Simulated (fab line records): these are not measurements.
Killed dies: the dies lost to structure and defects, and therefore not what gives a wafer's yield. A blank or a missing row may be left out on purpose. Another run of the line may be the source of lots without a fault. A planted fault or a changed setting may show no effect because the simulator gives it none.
Which tool is to blame? | flow nand harc | Sampling: 12 lots, 36 wafers, 2 of 1302 route steps

== WHAT EACH GAUGE READ, for each wafer ==
NHARC_A_CONTACT_CD_MEAS_80.
lot  | measured     | on        | cd nm (nm)
L075 | day 22 04:38 | cd sem-03 | 289.8 289.6 290.0
L078 | day 23 14:12 | cd sem-02 | 288.5 288.9 288.7
L079 | day 24 05:01 | cd sem-03 | 289.1 289.8 289.4
L082 | day 25 07:00 | cd sem-02 | 290.2 289.9 290.6
L083 | day 25 20:28 | cd sem-01 | 287.1 286.8 287.3
L084 | day 27 16:59 | cd sem-03 | 290.3 289.9 290.6
L086 | day 27 21:17 | cd sem-03 | 290.4 290.3 290.4
L090 | day 28 14:32 | cd sem-02 | 289.1 289.1 289.4
L089 | day 29 08:35 | cd sem-03 | 290.3 289.6 290.5
L093 | day 30 13:06 | cd sem-01 | 288.7 289.4 288.6
L095 | day 31 00:32 | cd sem-01 | 289.9 289.9 289.2
L097 | day 31 20:31 | cd sem-03 | 289.1 288.9 288.9

== TOOL THAT RAN EACH LOT (tool first, then ch and the chambers of the sampled wafers, then the start) ==
lot  | NHARC_A_CONTACT_ETCH_91
L075 | rie diel-11 ch 1,2,3, day 22 04:25
L078 | rie diel-03 ch 0,1,2, day 23 13:59
L079 | rie diel-07 ch 2,3, day 24 04:47
L082 | rie diel-07 ch 0,1,3, day 25 06:48
L083 | rie diel-07 ch 2,3, day 25 20:14
L084 | rie diel-11 ch 0,2,3, day 27 16:47
L086 | rie diel-11 ch 1,2, day 27 21:02
L090 | rie diel-11 ch 2,3, day 28 14:19
L089 | rie diel-03 ch 0,2,3, day 29 08:17
L093 | rie diel-03 ch 0,1,3, day 30 12:55
L095 | rie diel-07 ch 1,2, day 31 00:20
L097 | rie diel-07 ch 2,3, day 31 20:19
- NHARC_A_CONTACT_ETCH_91: etches the open film in CH3F/O2, target depth 40 nm, time 85.7 s.

== THE ANSWER, worked out from the rows above alone ==
Rule: usual is defined by the lots themselves. Put in order of their means at a reading, lots are off if they are a third of the lots or fewer, leave a main group of 4 or more, and stand apart from it by a gap of 3 or more times the standard deviation of the main group's means; of several such gaps the widest counts. If all means in a main group match to the digits the tables above print for the reading, that group is not used. A lot without any number at a reading at which 4 lots or more have one is off too. Where the step has rows for the other lots, those lots are counted as sound.
None of the lots is off at any reading shown; this tells nothing.

== WHAT WAS PUT IN BY THE SIMULATOR ==
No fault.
